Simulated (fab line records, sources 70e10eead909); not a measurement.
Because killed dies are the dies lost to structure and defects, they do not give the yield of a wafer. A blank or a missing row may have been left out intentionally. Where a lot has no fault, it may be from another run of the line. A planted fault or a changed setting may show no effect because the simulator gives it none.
Matching of chambers | flow nand-harc | NHARC_A_CONTACT_ETCH_90 on rie-diel-01 has 4 sister chambers
The step etches the open film in CH3F/O2, target depth 40 nm, time 85.7 s. 4 wafers are shown with their chamber, then 9 later ones without.

## WAFERS WITH THEIR CHAMBER
wafer  | chamber | drypump-motor-current-A (A)
L092.2 | 2       | 5.6
L092.5 | 0       | 6.0
L089.4 | 1       | 5.6
L089.5 | 3       | 5.0

## WAFERS MISSING THEIR CHAMBER
wafer  | drypump-motor-current-A (A)
L090.2 | 5.0
L090.3 | 5.6
L090.6 | 5.7
L091.3 | 6.0
L091.4 | 5.0
L091.6 | 5.0
L093.2 | 5.1
L093.3 | 5.6
L093.5 | 6.0

## WHICH CHAMBER EACH WENT THROUGH
wafer  | from the rows above     | in truth
L090.2 | 3                       | 3
L090.3 | can't be placed: 1 or 2 | 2
L090.6 | can't be placed: 1 or 2 | 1
L091.3 | 0                       | 0
L091.4 | 3                       | 3
L091.6 | 3                       | 3
L093.2 | 3                       | 3
L093.3 | can't be placed: 1 or 2 | 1
L093.5 | 0                       | 0
6 of 9 placed correctly. Not placeable from these rows: 3 (in 3, the candidates include the true chamber). Wrongly placed: 0.
How it was worked out, from the rows above alone: a wafer's distance from a chamber is the root of the sum, over the readings, of the square of ((its reading less the chamber's mean) divided by the reading's scatter). The wafer belongs to the nearest chamber; if the next one is less than 2 further off, it can't be placed. Each chamber's mean is taken over the wafers shown for it. The scatter: root of mean squared gap, hidden wafer to nearest shown wafer, with one shown wafer a chamber.
